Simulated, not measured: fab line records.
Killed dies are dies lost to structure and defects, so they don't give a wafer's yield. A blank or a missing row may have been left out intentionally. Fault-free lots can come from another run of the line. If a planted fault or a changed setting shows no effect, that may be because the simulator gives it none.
Chamber matching :: flow n5 finfet :: N5_BEOL_M1_ILD_DEP_00 on pecvd-04: 3 sister chambers
The step deposits SiOC from DEMS/O2, target thk 79 nm, time 15.3 s. 6 wafers are shown with their chamber, then 7 later ones without.

EACH WAFER AND ITS CHAMBER
wafer: L088.1
chamber: 2
throttle valve pct (%): 11.2
showerhead plenum p Torr (Torr): 5.689

wafer: L089.1
chamber: 1
throttle valve pct (%): 11.4
showerhead plenum p Torr (Torr): 5.704

wafer: L089.4
chamber: 0
throttle valve pct (%): 12.1
showerhead plenum p Torr (Torr): 5.675

wafer: L089.5
chamber: 2
throttle valve pct (%): 11.3
showerhead plenum p Torr (Torr): 5.684

wafer: L092.2
chamber: 1
throttle valve pct (%): 11.3
showerhead plenum p Torr (Torr): 5.703

wafer: L092.4
chamber: 0
throttle valve pct (%): 11.9
showerhead plenum p Torr (Torr): 5.686

WAFERS WITHOUT THEIR CHAMBER
wafer: L092.5
throttle valve pct (%): 11.4
showerhead plenum p Torr (Torr): 5.694

wafer: L093.3
throttle valve pct (%): 12.3
showerhead plenum p Torr (Torr): 5.678

wafer: L093.5
throttle valve pct (%): 12.1
showerhead plenum p Torr (Torr): 5.676

wafer: L093.6
throttle valve pct (%): 11.5
showerhead plenum p Torr (Torr): 5.688

wafer: L091.3
throttle valve pct (%): 12.1
showerhead plenum p Torr (Torr): 5.672

wafer: L091.4
throttle valve pct (%): 11.4
showerhead plenum p Torr (Torr): 5.686

wafer: L091.5
throttle valve pct (%): 11.6
showerhead plenum p Torr (Torr): 5.695

WHICH CHAMBER EACH WENT THROUGH
wafer: L092.5
from the rows above: can't be placed: 1 or 2
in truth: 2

wafer: L093.3
from the rows above: 0
in truth: 0

wafer: L093.5
from the rows above: 0
in truth: 0

wafer: L093.6
from the rows above: can't be placed: 2 or 1
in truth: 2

wafer: L091.3
from the rows above: 0
in truth: 0

wafer: L091.4
from the rows above: 2
in truth: 2

wafer: L091.5
from the rows above: can't be placed: 1 or 2 or 0
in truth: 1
4 of 7 placed correctly. Unplaceable from these rows: 3, with the true chamber sitting among the candidates in 3. Placed wrongly: 0.
How it was worked out, from the rows above alone: a wafer's distance from a chamber is the root of the sum, over the readings, of the square of ((its reading less the chamber's mean) divided by the reading's scatter). If the next closest chamber is less than 2 further off than the closest, the wafer can't be placed; otherwise it belongs to the closest. Each chamber's mean is taken over the wafers shown for it. The scatter: take each reading less its chamber's mean, square it, sum over the shown wafers, divide by the number of wafers less the number of chambers, and take the root.
